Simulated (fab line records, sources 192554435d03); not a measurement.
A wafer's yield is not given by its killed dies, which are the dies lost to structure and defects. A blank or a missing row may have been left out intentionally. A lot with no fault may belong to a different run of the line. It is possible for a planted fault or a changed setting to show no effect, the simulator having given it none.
Chamber matching :: flow n5Finfet :: 4 sister chambers for N5_BEOL_M1_VIA_ETCH_34 on rieDiel-05
The step etches the open film in C4F6/O2, target depth 67.8 nm, time 64.4 s. 7 wafers are shown with their chamber, then 7 later ones without.

WAFERS PAIRED WITH THEIR CHAMBERS
wafer: L077.4
chamber: 1
showerheadPlenumPTorr (Torr): 2.96
drypumpMotorCurrentA (A): 5.9

wafer: L077.6
chamber: 0
showerheadPlenumPTorr (Torr): 2.80
drypumpMotorCurrentA (A): 5.6

wafer: L078.1
chamber: 1
showerheadPlenumPTorr (Torr): 2.95
drypumpMotorCurrentA (A): 5.8

wafer: L078.2
chamber: 2
showerheadPlenumPTorr (Torr): 2.84
drypumpMotorCurrentA (A): 5.4

wafer: L078.3
chamber: 3
showerheadPlenumPTorr (Torr): 2.69
drypumpMotorCurrentA (A): 5.7

wafer: L081.2
chamber: 0
showerheadPlenumPTorr (Torr): 2.79
drypumpMotorCurrentA (A): 5.6

wafer: L081.4
chamber: 2
showerheadPlenumPTorr (Torr): 2.83
drypumpMotorCurrentA (A): 5.4

WAFERS WITHOUT THEIR CHAMBER
wafer: L081.5
showerheadPlenumPTorr (Torr): 2.95
drypumpMotorCurrentA (A): 5.8

wafer: L091.1
showerheadPlenumPTorr (Torr): 2.94
drypumpMotorCurrentA (A): 5.8

wafer: L091.2
showerheadPlenumPTorr (Torr): 2.82
drypumpMotorCurrentA (A): 5.4

wafer: L091.5
showerheadPlenumPTorr (Torr): 2.78
drypumpMotorCurrentA (A): 5.7

wafer: L093.1
showerheadPlenumPTorr (Torr): 2.94
drypumpMotorCurrentA (A): 5.8

wafer: L093.2
showerheadPlenumPTorr (Torr): 2.82
drypumpMotorCurrentA (A): 5.4

wafer: L093.5
showerheadPlenumPTorr (Torr): 2.82
drypumpMotorCurrentA (A): 5.4

THE CHAMBER EACH PASSED THROUGH
wafer: L081.5
from the rows above: 1
in truth: 1

wafer: L091.1
from the rows above: 1
in truth: 1

wafer: L091.2
from the rows above: 2
in truth: 2

wafer: L091.5
from the rows above: 0
in truth: 0

wafer: L093.1
from the rows above: 1
in truth: 1

wafer: L093.2
from the rows above: 2
in truth: 2

wafer: L093.5
from the rows above: 2
in truth: 2
7 of 7 placed correctly. Not placeable from these rows: 0. Placed wrongly: 0.
How it was worked out, from the rows above alone: a wafer's distance from a chamber is the root of the sum, over the readings, of the square of ((its reading less the chamber's mean) divided by the reading's scatter). If the next closest chamber is less than 2 further off than the closest, the wafer can't be placed; otherwise it belongs to the closest. Each chamber's mean is taken over the wafers shown for it. The scatter is the square root of a quotient: the sum, over the shown wafers, of each reading's squared deviation from its chamber's mean, divided by wafers minus chambers.
